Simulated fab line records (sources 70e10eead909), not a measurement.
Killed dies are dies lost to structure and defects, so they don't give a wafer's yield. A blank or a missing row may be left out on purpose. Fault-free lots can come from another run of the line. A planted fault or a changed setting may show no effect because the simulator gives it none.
Which of the tools did it?    flow nand-harc    6 lots with 18 wafers sampled at 4 steps, on a route of 1159 steps

== WHAT THE GAUGES READ, wafer by wafer ==
NHARC_P_M2_INSPECT_27.
lot   measured      on                 raw-defect-count
L123  day 6 21:31   defect-inspect-01  322 230 257
L126  day 7 09:05   defect-inspect-01  328 372 422
L130  day 8 10:02   defect-inspect-02  266 287 301
L132  day 9 01:11   defect-inspect-01  221 230 422
L135  day 9 10:58   defect-inspect-02  238 261 215
L145  day 12 08:46  defect-inspect-01  368 386 230

== EACH LOT AND THE TOOL THAT RAN IT (in order: tool; ch and the chambers of the sampled wafers; start) ==
lot   NHARC_P_M2_PRE_CLEAN_30                  NHARC_P_M2_ECD_22               NHARC_P_M2_CMP_23
L123  pvd-sputter-03, day 6 20:26 or earlier   ecd-cu-01 ch 0,1, day 6 20:26   cmp-04 ch 1,2, day 6 21:04
L126  pvd-sputter-03, day 7 07:53 or earlier   ecd-cu-01 ch 0,1, day 7 07:53   cmp-04 ch 0,1, day 7 08:37
L130  pvd-sputter-02, day 8 08:56 or earlier   ecd-cu-02 ch 0,1, day 8 08:56   cmp-04 ch 2,3, day 8 09:33
L132  pvd-sputter-02, day 9 00:02 or earlier   ecd-cu-02 ch 0,1, day 9 00:02   cmp-04 ch 2,3, day 9 00:44
L135  pvd-sputter-01, day 9 09:52 or earlier   ecd-cu-02 ch 0,1, day 9 09:52   cmp-03 ch 2,3, day 9 10:29
L145  pvd-sputter-02, day 12 07:38 or earlier  ecd-cu-01 ch 0,1, day 12 07:38  cmp-01 ch 0,2,3, day 12 08:23
- NHARC_P_M2_PRE_CLEAN_30: time 30 s.
- NHARC_P_M2_ECD_22: material Cu, target thk 400 nm.
- NHARC_P_M2_CMP_23: polishes, t overpolish 20 s, target thk 144.3 nm.

== THE ANSWER, worked out from the rows above alone ==
Rule: usual is defined by the lots themselves. The widest of any qualifying gaps counts: lots, ordered by their means at a reading, are off when they make up no more than a third of the lots, leave a main group of 4 or more, and stand apart from it by 3 or more times the standard deviation of that group's means. Not used: any main group whose means are identical at the precision the tables above print for the reading. Also off: a lot with no number at a reading for which 4 or more lots have one. Where the step has rows for the other lots, those lots are counted as sound.
No lot is off on any of the readings shown, so nothing can be concluded from this.

== WHAT THE SIMULATOR PUT IN ==
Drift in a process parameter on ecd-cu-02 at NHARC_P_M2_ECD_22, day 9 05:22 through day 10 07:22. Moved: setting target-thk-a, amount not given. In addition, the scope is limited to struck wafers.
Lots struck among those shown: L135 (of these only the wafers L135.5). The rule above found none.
